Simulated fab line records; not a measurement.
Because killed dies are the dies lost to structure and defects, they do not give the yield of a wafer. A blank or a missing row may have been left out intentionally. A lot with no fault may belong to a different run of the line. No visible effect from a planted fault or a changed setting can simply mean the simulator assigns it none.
fab line records	flow n5_finfet
record: lots: 10	wafers: 30	last_day: 18
route steps=1938 shown HKMG_FIN@456 GATE_CUT@467 BEOL_M4@1111 PASSIVATION@1936
lots with no fault: from the same line, run without faults
start_h: hours from the record's first day to the start of the lot's first wafer shown	wait_h: how many hours have passed since the lot's step before this one	" the same as in the row above	L1.1+2: one row covering several wafers at once	- either no value or no given start	* or withheld: withheld	< > ~ a bound
route shown NAME@n: a module of which the file shows steps, and the number in the route of the first	usual: mean and standard deviation over wafers with no fault	same: alike in all rows	chamber/n: place in a boat	sites: per-site readings	_std_site: their standard deviation	_edge_site: mean of outer sites minus mean of inner sites	radius_mm: how far each site lies from the wafer's centre	mask NAME#n: copy n	behind: the tool/chamber that last shaped the wafer	hold: the reason the lot was held/the length of the hold in hours/how it ended	device: the transistor (n, p or np) that didn't switch	end of line: tests of these same wafers at the route's end	a step given without rows: its recipe and nothing more	killed: the dies lost at the first sort to structure and to defects; this is not the yield of the wafer	map: per-die view of a wafer (x killed, . not killed, _ where there is no die)
set.NAME: setting as actually run; set.NAME@STEP: the setting as run at that earlier step	model.NAME: the simulator's own value behind a step, which no gauge read
route steps across a sampled set of lots; one table per step, one row per wafer
services: when a tool's chamber went out of use (start_h, in hours from the record's first day, below 0 if earlier), for how many hours, and the reason
== steps ==
step: N5_HKMG_FIN_ALD_21
recipe: material: TiN	target_thk_a: 15	temp_c: 400	ald_precursor_family: TiCl4	ald_co_reactant: NH3	pulse_time_s: 1	purge_time_s: 3	co_reactant_purge_time_s: 2	co_reactant_pulse_time_s: 2	ald_cycles: 68	pressure_torr: 3
usual: heater_power_outer_w: 570/60	heater_power_w: 917/98	precursor_pulse_height_rel: 1.000/0.021
lot.wafer	tool	chamber	start_h	wait_h	heater_power_outer_w	heater_power_w	precursor_pulse_height_rel	since_wet_clean_h
L788.1	ald_metal-04	2	108.32	0.3	571	989	1.003	4387
L788.2	"	0	"	"	611	901	1.008	4387
L788.6	"	3	"	"	529	843	0.975	-
L790.3	ald_metal-04	3	120.56	0.1	549	866	1.026	4399
L790.4	"	1	"	"	523	790	1.019	4399
L790.5	"	1	"	"	528	805	0.999	-
L792.1	ald_metal-01	0	130.16	0.3	515	895	0.989	5947
L792.5	"	3	"	"	565	843	1.010	-
L792.6	"	0	"	"	518	883	0.977	-
L794.1	ald_metal-04	0	143.65	0.3	590	907	1.028	4422
L794.2	"	2	"	"	552	978	1.000	4422
L794.6	"	3	"	"	528	854	0.991	-
L796.3	ald_metal-04	0	156.61	0.1	598	895	1.030	4435
L796.5	"	3	"	"	542	853	0.973	-
L796.6	"	2	"	"	565	1003	0.990	-
L797.1	ald_metal-01	2	162.12	0.3	616	958	1.012	5979
L797.2	"	1	"	"	566	925	0.996	5979
L797.5	"	0	"	"	507	890	0.974	-
L798.1	ald_metal-04	0	168.12	0.3	594	905	0.978	4446
L798.3	"	1	"	"	514	782	0.975	4446
L798.4	"	2	"	"	578	992	1.021	-
L802.1	ald_metal-04	0	190.93	0.3	594	894	0.945	4469
L802.4	"	2	"	"	584	998	1.008	4469
L802.5	"	2	"	"	566	985	0.981	-
L804.2	ald_metal-04	2	203.57	0.3	566	992	1.000	4482
L804.3	"	3	"	"	526	823	1.010	4482
L804.5	"	0	"	"	617	895	1.006	-
L805.1	ald_metal-04	0	214.05	0.3	586	921	1.015	4492
L805.3	"	1	"	"	506	805	0.974	4492
L805.5	"	0	"	"	582	914	0.975	-
step: N5_GATE_CUT_ETCHBACK_30
recipe: chemistry: Cl2/Ar	target: TiN	target_depth_a: 30	mode: isotropic	pressure_mtorr: 10	icp_w: 600	bias_w: 60	Cl2_flow_sccm: 40	Ar_flow_sccm: 60
usual: drypump_motor_current_A: 5.6/0.32	oes_product_au: 0.77/0.11	throttle_valve_pct: 20.80/0.23
lot.wafer	tool	chamber	start_h	wait_h	drypump_motor_current_A	oes_product_au	rf_hours_counter_h	throttle_valve_pct
L788.1	rie_metal-02	1	109.85	0.1	5.5	0.69	80	20.57
L788.2	"	0	"	"	5.2	0.87	13	20.53
L788.6	"	1	"	"	5.5	0.69	-	20.54
L790.3	rie_metal-03	0	122.06	0.0	6.0	0.76	-	20.97
L790.4	"	1	"	"	5.5	0.57	-	21.14
L790.5	"	0	"	"	6.0	0.76	-	20.98
L792.1	rie_metal-03	0	131.97	0.1	6.0	0.75	57	21.01
L792.5	"	0	"	"	6.0	0.75	-	21.01
L792.6	"	0	"	"	6.0	0.75	-	21.02
L794.1	rie_metal-03	1	145.36	0.1	5.5	0.97	0	20.73
L794.2	"	0	"	"	6.0	0.75	60	21.02
L794.6	"	1	"	"	5.5	0.98	-	20.73
L796.3	rie_metal-03	1	158.10	0.0	5.5	0.97	-	20.72
L796.5	"	0	"	"	6.0	0.74	-	21.02
L796.6	"	1	"	"	5.5	0.97	-	20.73
L797.1	rie_metal-02	0	163.60	0.1	5.1	0.84	18	20.57
L797.2	"	1	"	"	5.5	0.68	85	20.57
L797.5	"	0	"	"	5.1	0.85	-	20.55
L798.1	rie_metal-03	1	169.60	0.1	5.5	0.94	2	20.73
L798.3	"	1	"	"	5.5	0.94	-	20.75
L798.4	"	0	"	"	6.0	0.74	-	21.01
L802.1	rie_metal-03	0	192.42	0.1	6.0	0.75	63	21.00
L802.4	"	0	"	"	6.0	0.75	-	21.01
L802.5	"	1	"	"	5.5	0.93	-	20.75
L804.2	rie_metal-01	1	205.06	0.1	5.2	0.71	71	21.19
L804.3	"	0	"	"	6.0	0.61	-	20.93
L804.5	"	0	"	"	6.0	0.59	-	20.96
L805.1	rie_metal-03	0	215.54	0.1	5.9	0.73	65	21.02
L805.3	"	1	"	"	5.5	0.90	-	20.75
L805.5	"	0	"	"	6.0	0.73	-	21.03
step: N5_GATE_CUT_COAT_34
recipe: resist: SOC	temp_c: 250	time_s: 60	spin_rpm: 1500	resist_thk_nm: 60
usual: spin_speed_rpm: 1499.8/1
lot.wafer	tool	chamber	start_h	wait_h	spin_speed_rpm
L788.1	litho_track-03	0	113.01	0.0	1500.5
L788.2	"	0	"	"	1499.8
L788.6	"	0	"	"	1499.7
L790.3	litho_track-01	0	125.64	0.0	1501.0
L790.4	"	0	"	"	1501.1
L790.5	"	0	"	"	1499.4
L792.1	litho_track-01	0	135.48	0.0	1500.7
L792.5	"	0	"	"	1499.7
L792.6	"	0	"	"	1500.0
L794.1	litho_track-01	0	148.43	0.0	1409.6
L794.2	"	0	"	"	1411.0
L794.6	"	0	"	"	1411.2
L796.3	litho_track-04	0	161.38	0.0	1500.1
L796.5	"	0	"	"	1498.1
L796.6	"	0	"	"	1499.6
L797.1	litho_track-01	0	166.91	0.0	1409.7
L797.2	"	0	"	"	1411.4
L797.5	"	0	"	"	1410.4
L798.1	litho_track-01	0	172.98	0.0	1410.8
L798.3	"	0	"	"	1410.9
L798.4	"	0	"	"	1409.9
L802.1	litho_track-03	0	195.93	0.0	1499.1
L802.4	"	0	"	"	1498.4
L802.5	"	0	"	"	1499.4
L804.2	litho_track-04	0	208.13	0.0	1500.7
L804.3	"	0	"	"	1499.4
L804.5	"	0	"	"	1500.3
L805.1	litho_track-04	0	218.61	0.0	1500.5
L805.3	"	0	"	"	1500.4
L805.5	"	0	"	"	1499.3
step: N5_GATE_CUT_CD_MEAS_13
recipe: target_cd_nm: 20	landing_energy_ev: 500	detector: se_inlens
usual: cd_nm: 19.94/0.27
lot.wafer	tool	chamber	start_h	wait_h	cd_nm
L788.1	cd_sem-01	0	113.28	-	20.07
L788.2	"	0	"	"	20.48
L788.6	"	0	"	"	19.14
L790.3	cd_sem-02	0	126.04	-	19.91
L790.4	"	0	"	"	19.36
L790.5	"	0	"	"	19.86
L792.1	cd_sem-03	0	135.87	-	20.19
L792.5	"	0	"	"	19.76
L792.6	"	0	"	"	19.82
L794.1	cd_sem-03	0	148.70	-	19.73
L794.2	"	0	"	"	20.53
L794.6	"	0	"	"	19.70
L796.3	cd_sem-03	0	161.78	-	19.54
L796.5	"	0	"	"	19.97
L796.6	"	0	"	"	19.98
L797.1	cd_sem-03	0	167.18	-	20.29
L797.2	"	0	"	"	19.77
L797.5	"	0	"	"	20.04
L798.1	cd_sem-03	0	173.24	-	19.84
L798.3	"	0	"	"	20.01
L798.4	"	0	"	"	20.05
L802.1	cd_sem-02	0	196.20	-	20.11
L802.4	"	0	"	"	19.95
L802.5	"	0	"	"	20.54
L804.2	cd_sem-02	0	208.40	-	19.82
L804.3	"	0	"	"	20.20
L804.5	"	0	"	"	20.13
L805.1	cd_sem-03	0	218.88	-	19.74
L805.3	"	0	"	"	20.25
L805.5	"	0	"	"	20.32
step: N5_BEOL_M4_RC_MEAS_101
usual: DIBL_N: 36.7/1.8	DIBL_P: 37.0/2.4	IOFF_N: 0.17/0.036	IOFF_P: 0.22/0.042	ION_N: 673/12	ION_P: 462/8.5	SS_N: 71.7/0.62	SS_P: 73.4/0.65	VT_N: 250/3.7	VT_P: -250/3.7
lot.wafer	tool	chamber	start_h	wait_h	DIBL_N[mV/V]	DIBL_P[mV/V]	IOFF_N[nA/um]	IOFF_P[nA/um]	ION_N[uA/um]	ION_P[uA/um]	SS_N[mV/dec]	SS_P[mV/dec]	VT_N[mV]	VT_P[mV]
L788.1	prober-01	0	204.56	0.0	37.7	38.4	0.17	0.21	670	455	72.2	73.5	251	-253
L788.2	"	0	"	"	34.6	34.7	0.13	0.16	671	456	71.1	72.0	252	-255
L788.6	"	0	"	"	35.9	35.1	0.14	0.17	655	447	71.1	73.6	252	-254
L790.3	prober-02	0	224.45	0.3	36.2	37.7	0.16	0.22	675	471	71.6	73.5	249	-246
L790.4	"	0	"	"	33.3	33.2	0.12	0.17	663	460	71.1	72.6	254	-251
L790.5	"	0	"	"	37.4	38.6	0.18	0.25	677	468	72.3	73.3	248	-248
L794.1	prober-02	0	237.03	0.0	37.4	38.1	0.18	0.23	675	459	71.5	74.1	248	-251
L794.2	"	0	"	"	36.3	37.3	0.16	0.23	687	471	71.8	73.4	249	-250
L794.6	"	0	"	"	37.2	36.4	0.16	0.21	689	470	71.9	73.1	248	-250
L792.1	prober-01	0	237.71	0.0	35.9	35.9	0.17	0.25	683	479	71.0	72.7	246	-243
L792.5	"	0	"	"	35.4	35.4	0.15	0.24	667	470	72.1	72.2	250	-244
L792.6	"	0	"	"	37.8	37.7	0.20	0.29	672	474	71.9	73.1	245	-243
L798.1	prober-02	0	269.87	0.0	38.3	41.0	0.20	0.29	686	484	72.5	74.2	246	-244
L798.3	"	0	"	"	36.7	38.9	0.19	0.27	693	477	71.0	73.6	246	-244
L798.4	"	0	"	"	38.1	40.2	0.22	0.29	693	479	71.9	73.2	241	-246
L796.3	prober-01	0	271.27	0.3	34.9	37.2	0.14	0.22	669	465	70.8	73.9	252	-251
L796.5	"	0	"	"	35.1	36.2	0.13	0.19	664	460	71.2	74.0	255	-253
L796.6	"	0	"	"	34.5	36.0	0.13	0.19	674	463	71.3	73.4	250	-253
L797.1	prober-01	0	280.22	0.0	36.7	38.6	0.16	0.23	667	458	71.5	74.3	250	-251
L797.2	"	0	"	"	35.1	35.9	0.14	0.18	662	453	72.0	74.2	252	-257
L797.5	"	0	"	"	37.1	38.7	0.19	0.23	691	466	71.7	74.5	245	-253
L802.1	prober-02	0	300.73	0.0	39.0	38.1	0.20	0.21	679	459	72.0	72.6	248	-252
L802.4	"	0	"	"	38.3	37.9	0.18	0.22	678	469	72.0	73.0	247	-251
L802.5	"	0	"	"	39.3	38.2	0.21	0.22	677	456	72.1	73.0	248	-249
L804.2	prober-02	0	302.50	0.2	38.1	36.4	0.17	0.25	687	471	71.4	73.9	247	-248
L804.3	"	0	"	"	39.6	38.4	0.20	0.29	671	462	72.5	73.2	250	-247
L804.5	"	0	"	"	37.0	35.7	0.15	0.23	683	470	70.7	73.3	249	-248
L805.1	prober-02	0	330.73	0.0	37.6	38.4	0.18	0.24	684	467	72.0	72.7	248	-250
L805.3	"	0	"	"	36.9	37.5	0.16	0.22	671	460	71.8	73.1	249	-254
L805.5	"	0	"	"	36.6	37.7	0.16	0.23	676	469	71.8	73.9	249	-251
step: N5_PASSIVATION_PROBE_49
usual: defect_limited_yield: 91.1/1.4	killed_at_M0_to_M3: 32/9.3	killed_at_M4_up: 13/5.8	killed_at_contacts: 12/6.3	killed_at_front_end: 44/12	killed_at_other: 3.6/2.7	killed_dies: 104/17	killed_open: 69/13	killed_short: 34/6.9	sort_bin_5_function: 5.2/0.98	sort_bin_6_memory: 3.3/0.59	sort_n_pass: 1075/17	sort_yield_pct: 91.1/1.4
same: gross_dies: 1180	killed_at_back_side: 0	sort_bin_4_leakage[%]: 0	sort_bin_8_speed[%]: 0
lot.wafer	tool	chamber	start_h	wait_h	defect_limited_yield[%]	killed_at_M0_to_M3	killed_at_M4_up	killed_at_contacts	killed_at_front_end	killed_at_other	killed_dies	killed_open	killed_short	sort_bin_5_function[%]	sort_bin_6_memory[%]	sort_n_pass	sort_yield_pct[%]
L790.3	prober-01	-	332.76	0.1	92.8	37	6	5	32	5	85	59	24	4.3	2.8	1095	92.8
L790.4	prober-01	-	332.81	0.2	90.7	38	13	6	43	10	110	69	36	5.6	3.3	1070	90.7
L790.5	prober-01	-	332.86	0.2	94.0	29	2	5	22	13	71	47	24	3.4	2.3	1109	94.0
L792.1	prober-02	-	340.32	0.0	91.0	44	12	8	40	2	106	63	43	5.4	3.1	1074	91.0
L792.5	prober-02	-	340.52	0.2	91.8	39	5	21	30	2	97	55	42	5.0	2.9	1083	91.8
L792.6	prober-02	-	340.57	0.3	91.5	41	11	11	35	2	100	55	45	4.1	3.6	1080	91.5
L796.3	prober-01	-	375.41	0.1	87.7	25	14	20	82	4	145	101	44	7.5	4.7	1035	87.7
L796.5	prober-01	-	375.51	0.2	91.9	33	10	10	38	5	96	56	39	4.9	3.0	1084	91.9
L796.6	prober-01	-	375.56	0.3	90.2	30	16	19	48	3	116	80	36	5.8	4.0	1064	90.2
L798.1	prober-02	-	391.08	0.0	92.8	27	13	16	24	5	85	49	36	3.9	3.1	1095	92.8
L798.3	prober-02	-	391.18	0.1	92.1	28	10	11	44	0	93	48	45	5.1	2.6	1087	92.1
L798.4	prober-02	-	391.23	0.2	90.9	35	17	24	28	3	107	73	33	5.7	2.8	1073	90.9
L802.1	prober-02	-	396.18	0.0	89.9	48	17	7	37	10	119	90	27	5.8	4.1	1061	89.9
L802.4	prober-02	-	396.33	0.2	92.0	26	7	10	44	7	94	62	31	4.0	3.6	1086	92.0
L802.5	prober-02	-	396.38	0.2	91.9	30	13	18	25	10	96	61	31	4.8	3.0	1084	91.9
killed by level:class
L790.3 BEOL_M3:geometric_particle:open=12 STI_FIN_REVEAL:geometric_particle:open=10 BEOL_M1:geometric_particle:open=10 DUMMY_GATE:geometric_particle:open=5 BEOL_M3:geometric_particle:short=5 FIN_SAQP:geometric_particle:open=3 SPACER0:geometric_particle:short=3 MOL_CONTACT_COAG:geometric_particle:open=3
L790.4 STI_FIN_REVEAL:geometric_particle:open=10 DUMMY_GATE:geometric_particle:open=10 BEOL_M1:geometric_particle:open=6 BEOL_M2:geometric_particle:open=6 BEOL_M3:geometric_particle:open=6 MOL_CONTACT_COAG:geometric_particle:open=5 BEOL_M0:geometric_particle:open=5 MIM_TOP_ETCH:geometric_particle:short=5
L790.5 BEOL_M1:geometric_particle:open=10 BEOL_M3:geometric_particle:open=9 DUMMY_GATE:geometric_particle:open=4 GATE_CUT:geometric_particle:short=4 MIM_TOP_ETCH:geometric_particle:open=4 MOL_CONTACT_COAG:geometric_particle:open=3 BEOL_M2:geometric_particle:open=3 STARTING-WAFER:geometric_particle:short=3
L792.1 FIN_SAQP:geometric_particle:open=15 BEOL_M0_SAQP:geometric_particle:short=13 FIN_SAQP:geometric_particle:short=8 MOL_CONTACT_COAG:geometric_particle:open=7 BEOL_M0_SAQP:geometric_particle:open=6 BEOL_M2:geometric_particle:open=5 STI_FIN_REVEAL:geometric_particle:open=5 BEOL_M1:geometric_particle:open=5
L792.5 MOL_CONTACT_COAG:geometric_particle:open=16 BEOL_M0_SAQP:geometric_particle:open=14 BEOL_M0_SAQP:geometric_particle:short=11 FIN_SAQP:geometric_particle:short=10 MOL_CONTACT_COAG:geometric_particle:short=5 GATE_CUT:geometric_particle:short=4 BEOL_M1:geometric_particle:open=4 STI_FIN_REVEAL:geometric_particle:open=3
L792.6 FIN_SAQP:geometric_particle:short=13 BEOL_M0_SAQP:geometric_particle:open=10 BEOL_M0_SAQP:geometric_particle:short=8 MOL_CONTACT_COAG:geometric_particle:open=6 BEOL_M2:geometric_particle:open=6 BEOL_M3:geometric_particle:open=6 FIN_SAQP:geometric_particle:open=5 MOL_CONTACT_COAG:geometric_particle:short=5
L796.3 STI_FIN_REVEAL:geometric_particle:open=25 MOL_CONTACT_COAG:geometric_particle:open=15 BEOL_M3:geometric_particle:open=13 FIN_SAQP:geometric_particle:short=9 ILD0:geometric_particle:open=9 FIN_SAQP:geometric_particle:open=8 DUMMY_GATE:geometric_particle:open=6 ILD0:geometric_particle:short=5
L796.5 BEOL_M0_SAQP:geometric_particle:short=10 MOL_CONTACT_COAG:geometric_particle:open=9 FIN_SAQP:geometric_particle:short=8 BEOL_M2:geometric_particle:open=8 STI_FIN_REVEAL:geometric_particle:open=6 BEOL_M3:geometric_particle:open=5 BEOL_M4:geometric_particle:open=5 GATE_CUT:geometric_particle:short=4
L796.6 MOL_CONTACT_COAG:geometric_particle:open=16 FIN_SAQP:geometric_particle:open=13 FIN_SAQP:geometric_particle:short=9 BEOL_M2:geometric_particle:open=8 BEOL_M4:geometric_particle:open=8 STI_FIN_REVEAL:geometric_particle:open=4 DUMMY_GATE:geometric_particle:open=4 BEOL_M0_SAQP:geometric_particle:open=4
L798.1 MOL_CONTACT_COAG:geometric_particle:open=10 BEOL_M2:geometric_particle:open=7 MOL_CONTACT_COAG:geometric_particle:short=6 BEOL_M0_SAQP:geometric_particle:open=6 FIN_SAQP:geometric_particle:open=4 STI_FIN_REVEAL:geometric_particle:open=4 DUMMY_GATE:geometric_particle:short=4 GATE_CUT:geometric_particle:short=4
L798.3 FIN_SAQP:geometric_particle:short=15 BEOL_M0_SAQP:geometric_particle:short=11 BEOL_M2:geometric_particle:open=10 MOL_CONTACT_COAG:geometric_particle:open=8 FIN_SAQP:geometric_particle:open=5 GATE_CUT:geometric_particle:short=5 DUMMY_GATE:geometric_particle:open=4 BEOL_M0_SAQP:geometric_particle:open=4
L798.4 MOL_CONTACT_COAG:geometric_particle:open=19 BEOL_M0_SAQP:geometric_particle:short=18 BEOL_M4:geometric_particle:open=10 FIN_SAQP:geometric_particle:open=8 BEOL_M0_SAQP:geometric_particle:open=8 STI_FIN_REVEAL:geometric_particle:open=5 MOL_CONTACT_COAG:geometric_particle:short=5 BEOL_M2:geometric_particle:open=4
L802.1 BEOL_M2:geometric_particle:open=14 STI_FIN_REVEAL:geometric_particle:open=12 BEOL_M4:geometric_particle:open=11 BEOL_M0:geometric_particle:open=11 BEOL_M3:geometric_particle:open=11 FIN_SAQP:geometric_particle:short=7 MOL_CONTACT_COAG:geometric_particle:open=6 DUMMY_GATE:geometric_particle:open=4
L802.4 FIN_SAQP:geometric_particle:open=10 FIN_SAQP:geometric_particle:short=9 MOL_CONTACT_COAG:geometric_particle:open=9 BEOL_M2:geometric_particle:open=7 DUMMY_GATE:geometric_particle:open=5 BEOL_M0_SAQP:geometric_particle:open=5 BEOL_M3:geometric_particle:open=4 PAD_METAL:geometric_particle:short=4
L802.5 MOL_CONTACT_COAG:geometric_particle:open=14 FIN_SAQP:geometric_particle:open=8 BEOL_M4:geometric_particle:open=7 BEOL_M2:geometric_particle:open=7 MIM_BOT:geometric_particle:short=6 FIN_SAQP:geometric_particle:short=5 BEOL_M0_SAQP:geometric_particle:open=5 BEOL_M5:geometric_particle:open=5
== services ==
tool	chamber	start_h	hours	kind
rie_metal-01	0	104.25	9.5	repair
ald_metal-01	1	108.04	4.5	repair
rie_metal-03	1	127.30	-	clean
rie_metal-03	1	127.30	16.7	scheduled_down
rie_metal-03	1	127.30	16.7	vent_cycle
ald_metal-04	3	157.27	3.0	repair
ald_metal-04	0	167.24	-	calibration
ald_metal-04	3	167.58	2.0	repair
rie_metal-01	-	170.38	0.4	repair
ald_metal-04	-	202.09	0.4	repair
== key ==
first_sign: step: N5_GATE_CUT_COAT_34	reading: spin_speed_rpm	direction: down	sigmas: 89	usual: *	struck: *
effect none on later readings
met_at N5_GATE_CUT_COAT_34
struck_lots L794,L797,L798
not_acting_at N5_HKMG_FIN_ALD_21,N5_GATE_CUT_ETCHBACK_30,N5_GATE_CUT_CD_MEAS_13
onset_between 135.48 148.43
fault: kind: process_parameter_drift	tool: litho_track-01	chamber: -	onset_h: 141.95	steps: N5_GATE_CUT_COAT_34	channel: spin_rpm	offset: *	shape: step	end_h: 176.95	acts_in: *	stated: *
